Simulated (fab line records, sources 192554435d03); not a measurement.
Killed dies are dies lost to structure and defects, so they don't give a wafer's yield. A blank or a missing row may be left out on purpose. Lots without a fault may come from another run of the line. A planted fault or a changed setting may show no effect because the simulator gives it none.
Which tool did it? | flow n5_finfet | 24 lots, 72 wafers sampled, at 6 steps of a route of 1938

WHAT THE GAUGES READ, wafer by wafer
N5_BEOL_M15_CD_MEAS_17: target cd 360 nm.
lot  | measured     | on        | cd_nm (nm)
L075 | day 12 15:04 | cd_sem-02 | 359.6 358.6 359.7
L074 | day 12 19:53 | cd_sem-01 | 361.3 360.8 362.4
L076 | day 13 05:17 | cd_sem-02 | 359.9 358.1 357.0
L077 | day 13 05:50 | cd_sem-03 | 361.7 362.1 361.7
L078 | day 13 10:58 | cd_sem-01 | 358.3 359.3 360.3
L079 | day 13 10:17 | cd_sem-02 | 360.1 360.9 362.8
L080 | day 13 19:07 | cd_sem-03 | 361.8 361.7 359.1
L083 | day 13 19:19 | cd_sem-02 | 364.1 362.2 363.4
L081 | day 14 12:14 | cd_sem-03 | 360.7 359.0 361.6
L084 | day 15 00:59 | cd_sem-02 | 360.9 359.1 358.3
L082 | day 15 01:56 | cd_sem-01 | 359.6 358.1 357.8
L088 | day 15 03:44 | cd_sem-03 | 358.6 359.8 361.2
L085 | day 15 11:40 | cd_sem-03 | 360.6 360.5 358.9
L086 | day 15 17:26 | cd_sem-03 | 357.9 357.1 358.8
L087 | day 15 18:51 | cd_sem-02 | 361.4 364.3 361.9
L089 | day 16 04:48 | cd_sem-01 | 360.5 364.1 359.2
L092 | day 16 06:09 | cd_sem-02 | 357.0 361.3 358.8
L090 | day 16 11:35 | cd_sem-01 | 361.0 360.7 357.9
L091 | day 16 15:16 | cd_sem-03 | 360.6 359.9 357.9
L093 | day 16 23:19 | cd_sem-03 | 361.7 361.3 361.9
L094 | day 17 01:35 | cd_sem-02 | 357.9 359.7 359.5
L095 | day 17 09:57 | cd_sem-01 | 360.7 359.9 361.1
L096 | day 18 03:47 | cd_sem-01 | 361.2 360.5 359.1
L097 | day 18 12:38 | cd_sem-02 | 362.3 363.1 359.2

N5_MIM_TOP_LITHO_CD_MEAS_08: target cd 2000 nm.
lot  | measured     | on        | cd_nm (nm)
L075 | day 13 00:04 | cd_sem-02 | 1999.4 2000.8 1999.9
L074 | day 13 06:55 | cd_sem-03 | 2000.7 2002.0 2000.8
L076 | day 13 17:15 | cd_sem-03 | 1997.2 1998.3 1997.4
L077 | day 13 17:45 | cd_sem-03 | 1998.8 1998.6 1998.6
L078 | day 13 23:56 | cd_sem-03 | 1998.9 1998.4 1998.6
L079 | day 13 18:51 | cd_sem-02 | 1999.8 2000.0 1995.1
L080 | day 14 06:06 | cd_sem-03 | 2000.5 2000.9 1999.0
L083 | day 14 06:16 | cd_sem-03 | 2002.3 2002.1 2001.9
L081 | day 14 20:19 | cd_sem-03 | 2000.5 2001.9 2001.1
L084 | day 15 10:16 | cd_sem-03 | 1997.0 1998.2 1995.6
L082 | day 15 11:15 | cd_sem-01 | 2003.0 1999.6 2002.0
L088 | day 15 14:51 | cd_sem-01 | 1999.5 2000.8 2000.9
L085 | day 15 19:43 | cd_sem-02 | 2000.1 1999.8 2000.6
L086 | day 16 00:00 | cd_sem-03 | 1998.7 1995.4 1997.5
L087 | day 16 03:38 | cd_sem-01 | 1998.6 1998.4 1998.1
L089 | day 16 13:11 | cd_sem-02 | 2002.2 2001.5 2005.6
L092 | day 16 15:50 | cd_sem-03 | 2001.7 2003.6 1999.6
L090 | day 16 22:39 | cd_sem-03 | 2004.3 2004.7 2003.6
L091 | day 16 23:04 | cd_sem-03 | 2000.8 2000.2 1999.7
L093 | day 17 07:54 | cd_sem-02 | 1998.9 1999.0 2000.3
L094 | day 17 10:55 | cd_sem-03 | 1999.4 2001.1 1998.6
L095 | day 17 23:54 | cd_sem-03 | 1997.4 1999.4 1998.3
L096 | day 18 14:34 | cd_sem-02 | 2003.2 2004.5 2003.5
L097 | day 18 18:20 | cd_sem-03 | 2002.9 2002.2 1999.7

WHICH TOOL RAN EACH LOT (tool, then ch and the chambers of the sampled wafers, then the start)
lot  | N5_BEOL_M14_STRIP_63                          | N5_BEOL_M15_SPUTTER_44       | N5_PASSIVATION_PECVD_00         | N5_MIM_TOP_ALD_00
L075 | rie_diel-03 ch 0,1,3, day 12 15:04 or earlier | pvd_sputter-02, day 12 18:08 | pecvd-02 ch 1,2, day 12 20:31   | ald_hk-03 ch 0,2, day 12 20:58
L074 | rie_diel-03 ch 0,2,3, day 12 19:53 or earlier | pvd_sputter-03, day 13 00:53 | pecvd-03 ch 0,2, day 13 03:04   | ald_hk-03 ch 1,2,3, day 13 04:53
L076 | rie_diel-03 ch 2,3, day 13 05:17 or earlier   | pvd_sputter-02, day 13 11:40 | pecvd-03 ch 0,1,2, day 13 13:54 | ald_hk-01 ch 0,1,2, day 13 15:56
L077 | rie_diel-01 ch 0,3, day 13 05:50 or earlier   | pvd_sputter-02, day 13 12:10 | pecvd-03 ch 0,1, day 13 14:23   | ald_hk-02 ch 0,1,2, day 13 16:14
L078 | rie_diel-01 ch 0,2,3, day 13 10:58 or earlier | pvd_sputter-03, day 13 19:13 | pecvd-02 ch 1,2, day 13 21:23   | ald_hk-03 ch 1,2,3, day 13 22:31
L079 | rie_diel-01 ch 2,3, day 13 10:17 or earlier   | pvd_sputter-02, day 13 13:04 | pecvd-02 ch 1,2, day 13 15:15   | ald_hk-03 ch 0,1,2, day 13 16:21
L080 | rie_diel-01 ch 0,1,3, day 13 19:07 or earlier | pvd_sputter-02, day 14 00:05 | pecvd-03 ch 0,1,2, day 14 02:32 | ald_hk-02 ch 0,2,3, day 14 05:05
L083 | rie_diel-03 ch 0,1,2, day 13 19:19 or earlier | pvd_sputter-02, day 14 00:31 | pecvd-02 ch 0,2, day 14 02:44   | ald_hk-01 ch 0,1,2, day 14 05:05
L081 | rie_diel-06 ch 0,2,3, day 14 12:14 or earlier | pvd_sputter-01, day 14 15:25 | pecvd-02 ch 0,1, day 14 17:50   | ald_hk-02 ch 0,1,2, day 14 19:24
L084 | rie_diel-06 ch 0,1,2, day 15 00:59 or earlier | pvd_sputter-03, day 15 05:01 | pecvd-03 ch 0,1, day 15 07:11   | ald_hk-03 ch 0,2,3, day 15 08:54
L082 | rie_diel-06 ch 0,1,2, day 15 01:56 or earlier | pvd_sputter-03, day 15 07:29 | pecvd-02 ch 1,2, day 15 09:40   | ald_hk-02 ch 1,2,3, day 15 10:11
L088 | rie_diel-06 ch 0,1,3, day 15 03:44 or earlier | pvd_sputter-03, day 15 09:27 | pecvd-03 ch 0,2, day 15 11:37   | ald_hk-02 ch 0,1,3, day 15 13:34
L085 | rie_diel-03 ch 2,3, day 15 11:40 or earlier   | pvd_sputter-03, day 15 14:58 | pecvd-01 ch 0,1,2, day 15 17:25 | ald_hk-02 ch 0,2,3, day 15 18:18
L086 | rie_diel-03 ch 0,1,3, day 15 17:26 or earlier | pvd_sputter-02, day 15 19:53 | pecvd-01 ch 1,2, day 15 22:41   | ald_hk-03 ch 1,2,3, day 15 22:57
L087 | rie_diel-01 ch 1,2, day 15 18:51 or earlier   | pvd_sputter-03, day 15 22:33 | pecvd-02 ch 0,1, day 16 00:55   | ald_hk-02 ch 1,2, day 16 02:08
L089 | rie_diel-01 ch 1,2, day 16 04:48 or earlier   | pvd_sputter-03, day 16 08:26 | pecvd-02 ch 0,1,2, day 16 10:46 | ald_hk-03 ch 0,1,2, day 16 11:37
L092 | rie_diel-01 ch 2,3, day 16 06:09 or earlier   | pvd_sputter-01, day 16 10:55 | pecvd-01 ch 0,2, day 16 13:07   | ald_hk-02 ch 0,3, day 16 14:18
L090 | rie_diel-01 ch 0,1,2, day 16 11:35 or earlier | pvd_sputter-02, day 16 17:59 | pecvd-02 ch 0,1, day 16 20:09   | ald_hk-02 ch 0,2,3, day 16 20:52
L091 | rie_diel-03 ch 1,2,3, day 16 15:16 or earlier | pvd_sputter-03, day 16 18:08 | pecvd-01 ch 0,1,2, day 16 20:45 | ald_hk-03 ch 1,2,3, day 16 21:44
L093 | rie_diel-01 ch 1,2, day 16 23:19 or earlier   | pvd_sputter-02, day 17 01:37 | pecvd-02 ch 0,1,2, day 17 03:47 | ald_hk-02 ch 1,2,3, day 17 06:40
L094 | rie_diel-01 ch 1,2,3, day 17 01:35 or earlier | pvd_sputter-02, day 17 06:53 | pecvd-02 ch 1,2, day 17 09:05   | ald_hk-03 ch 1,2,3, day 17 09:59
L095 | rie_diel-01 ch 1,2, day 17 09:57 or earlier   | pvd_sputter-01, day 17 16:36 | pecvd-01 ch 0,2, day 17 18:48   | ald_hk-01 ch 0,2,3, day 17 20:28
L096 | rie_diel-03 ch 0,1,2, day 18 03:47 or earlier | pvd_sputter-03, day 18 07:40 | pecvd-02 ch 1,2, day 18 12:08   | ald_hk-01 ch 1,2,3, day 18 13:41
L097 | rie_diel-01 ch 1,2,3, day 18 12:38 or earlier | pvd_sputter-01, day 18 14:37 | pecvd-02 ch 0,1, day 18 16:54   | ald_hk-01 ch 0,2, day 18 17:12
- N5_BEOL_M14_STRIP_63: strips in O2.
- N5_BEOL_M15_SPUTTER_44: material Ta, target thk 15 nm, time 24.19 s.
- N5_PASSIVATION_PECVD_00: deposits SiO2 from SiH4/N2O, target thk 200 nm, time 11.2 s.
- N5_MIM_TOP_ALD_00: deposits Al2O3, purge time 3 s, co reactant pulse time 3 s.

WHAT THE TOOLS THEMSELVES READ (means of the sampled wafers that have a number; where no wafer has one, the mark that the record gives instead)
N5_BEOL_M14_STRIP_63.
lot  | tool        | drypump_motor_current_A (A) | oes_product_au (a.u.) | rf_vpp_V (V) | showerhead_plenum_p_Torr (Torr) | throttle_valve_pct (%)
L075 | rie_diel-03 | 5.9                         | 0.82                  | 3.4          | 2.11                            | 16.68
L074 | rie_diel-03 | 5.9                         | 0.79                  | 3.2          | 2.14                            | 16.70
L076 | rie_diel-03 | 6.3                         | 0.81                  | 2.9          | 2.20                            | 16.58
L077 | rie_diel-01 | 5.5                         | 0.70                  | 4.0          | 2.13                            | 16.73
L078 | rie_diel-01 | 5.6                         | 0.70                  | 3.9          | 2.10                            | 16.82
L079 | rie_diel-01 | 5.6                         | 0.69                  | 3.5          | 2.07                            | 16.86
L080 | rie_diel-01 | 5.4                         | 0.80                  | 3.1          | 2.16                            | 16.81
L083 | rie_diel-03 | 5.6                         | 0.83                  | 3.4          | 2.12                            | 16.74
L081 | rie_diel-06 | 5.8                         | 0.82                  | 3.4          | 2.06                            | 16.70
L084 | rie_diel-06 | 5.8                         | 0.82                  | 4.1          | 2.06                            | 16.54
L082 | rie_diel-06 | 5.7                         | 0.82                  | 3.6          | 2.06                            | 16.54
L088 | rie_diel-06 | 5.8                         | 0.79                  | 3.7          | 2.02                            | 16.62
L085 | rie_diel-03 | 6.0                         | 0.81                  | 3.4          | 2.20                            | 16.65
L086 | rie_diel-03 | 5.9                         | 0.79                  | 4.3          | 2.10                            | 16.72
L087 | rie_diel-01 | 5.5                         | 0.91                  | 3.0          | 2.19                            | 16.75
L089 | rie_diel-01 | 5.5                         | 0.90                  | 3.5          | 2.19                            | 16.78
L092 | rie_diel-01 | 5.7                         | 0.92                  | 4.5          | 2.06                            | 16.44
L090 | rie_diel-01 | 5.6                         | 0.83                  | 3.0          | 2.15                            | 16.71
L091 | rie_diel-03 | 6.0                         | 0.82                  | 3.0          | 2.17                            | 16.66
L093 | rie_diel-01 | 5.5                         | 0.90                  | 4.4          | 2.19                            | 16.79
L094 | rie_diel-01 | 5.5                         | 0.89                  | 3.9          | 2.13                            | 16.59
L095 | rie_diel-01 | 5.6                         | 0.88                  | 3.9          | 2.12                            | 16.63
L096 | rie_diel-03 | 5.6                         | 0.88                  | 4.1          | 2.19                            | 16.64
L097 | rie_diel-01 | 5.5                         | 0.87                  | 4.2          | 2.12                            | 16.64

N5_BEOL_M15_SPUTTER_44.
lot  | tool           | chamber_pressure_pa (Pa) | susceptor_temp_C (C) | throttle_valve_pct (%)
L075 | pvd_sputter-02 | 0.07004                  | 50.05                | 30.1
L074 | pvd_sputter-03 | 0.06998                  | 49.98                | 28.9
L076 | pvd_sputter-02 | 0.06996                  | 50.11                | 29.8
L077 | pvd_sputter-02 | 0.06994                  | 49.92                | 30.3
L078 | pvd_sputter-03 | 0.07001                  | 49.91                | 29.9
L079 | pvd_sputter-02 | 0.07013                  | 49.92                | 29.8
L080 | pvd_sputter-02 | 0.06985                  | 49.96                | 29.9
L083 | pvd_sputter-02 | 0.06999                  | 50.06                | 30.2
L081 | pvd_sputter-01 | 0.06988                  | 50.03                | 29.5
L084 | pvd_sputter-03 | 0.07007                  | 49.92                | 30.9
L082 | pvd_sputter-03 | 0.07006                  | 50.00                | 29.4
L088 | pvd_sputter-03 | 0.06995                  | 49.95                | 29.1
L085 | pvd_sputter-03 | 0.07000                  | 50.06                | 29.7
L086 | pvd_sputter-02 | 0.06995                  | 49.93                | 29.8
L087 | pvd_sputter-03 | 0.07003                  | 50.10                | 28.4
L089 | pvd_sputter-03 | 0.06997                  | 50.02                | 29.9
L092 | pvd_sputter-01 | 0.07009                  | 49.93                | 30.4
L090 | pvd_sputter-02 | 0.06986                  | 49.92                | 30.2
L091 | pvd_sputter-03 | 0.07006                  | 49.98                | 30.1
L093 | pvd_sputter-02 | 0.07003                  | 49.96                | 30.0
L094 | pvd_sputter-02 | 0.07008                  | 50.00                | 29.8
L095 | pvd_sputter-01 | 0.07002                  | 50.05                | 30.0
L096 | pvd_sputter-03 | 0.06996                  | 50.02                | 29.7
L097 | pvd_sputter-01 | 0.06988                  | 50.05                | 30.0

N5_PASSIVATION_PECVD_00.
lot  | tool     | heater_power_w (W) | showerhead_plenum_p_Torr (Torr) | susceptor_temp_C (C) | throttle_valve_pct (%)
L075 | pecvd-02 | 654                | 8.19                            | 399.79               | 51
L074 | pecvd-03 | 692                | 8.24                            | 400.03               | 51
L076 | pecvd-03 | 727                | 8.15                            | 399.64               | 53
L077 | pecvd-03 | 821                | 8.07                            | 400.10               | 54
L078 | pecvd-02 | 631                | 8.18                            | 400.15               | 53
L079 | pecvd-02 | 634                | 8.18                            | 399.82               | 53
L080 | pecvd-03 | 782                | 8.15                            | 400.03               | 53
L083 | pecvd-02 | 647                | 8.26                            | 400.24               | 50
L081 | pecvd-02 | 637                | 8.24                            | 400.18               | 53
L084 | pecvd-03 | 850                | 8.07                            | 399.99               | 54
L082 | pecvd-02 | 602                | 8.19                            | 399.96               | 53
L088 | pecvd-03 | 672                | 8.25                            | 399.91               | 52
L085 | pecvd-01 | 789                | 8.19                            | 399.81               | 55
L086 | pecvd-01 | 644                | 8.20                            | 399.98               | 51
L087 | pecvd-02 | 667                | 8.26                            | 400.10               | 53
L089 | pecvd-02 | 657                | 8.23                            | 400.01               | 52
L092 | pecvd-01 | 748                | 8.15                            | 399.83               | 55
L090 | pecvd-02 | 662                | 8.25                            | 400.05               | 53
L091 | pecvd-01 | 728                | 8.18                            | 399.91               | 55
L093 | pecvd-02 | 627                | 8.22                            | 399.92               | 52
L094 | pecvd-02 | 642                | 8.18                            | 399.80               | 53
L095 | pecvd-01 | 777                | 8.14                            | 400.03               | 55
L096 | pecvd-02 | 639                | 8.18                            | 399.83               | 52
L097 | pecvd-02 | 635                | 8.21                            | 399.96               | 54

N5_MIM_TOP_ALD_00.
lot  | tool      | precursor_pulse_height_rel
L075 | ald_hk-03 | 1.010
L074 | ald_hk-03 | 1.001
L076 | ald_hk-01 | 1.002
L077 | ald_hk-02 | 1.003
L078 | ald_hk-03 | 0.999
L079 | ald_hk-03 | 1.009
L080 | ald_hk-02 | 1.020
L083 | ald_hk-01 | 1.002
L081 | ald_hk-02 | 1.002
L084 | ald_hk-03 | 1.009
L082 | ald_hk-02 | 0.991
L088 | ald_hk-02 | 1.026
L085 | ald_hk-02 | 0.993
L086 | ald_hk-03 | 1.008
L087 | ald_hk-02 | 1.013
L089 | ald_hk-03 | 0.982
L092 | ald_hk-02 | 1.015
L090 | ald_hk-02 | 1.010
L091 | ald_hk-03 | 1.017
L093 | ald_hk-02 | 0.994
L094 | ald_hk-03 | 0.999
L095 | ald_hk-01 | 1.013
L096 | ald_hk-01 | 0.984
L097 | ald_hk-01 | 1.012

THE ANSWER, worked out from the rows above alone
Rule: what is usual is taken from the lots themselves. Put in order of their means at a reading, lots are off if they are a third of the lots or fewer, leave a main group of 4 or more, and stand apart from it by a gap of 3 or more times the standard deviation of the main group's means; of several such gaps the widest counts. A main group whose means are all the same, to the digits that the tables above print for the reading, isn't used. A lot without any number at a reading at which 4 lots or more have one is off too. The other lots that the step has rows for count as sound. The gauges are gone through in route order, then the tools' own readings, and for those a lot's mean is taken as printed above. The first step at which some lot is off is used, and at that step the reading that is off furthest; a lot without a number counts as furthest.
No lot is off at any reading shown: from this, nothing can be told.

WHAT THE SIMULATOR HAD PUT IN
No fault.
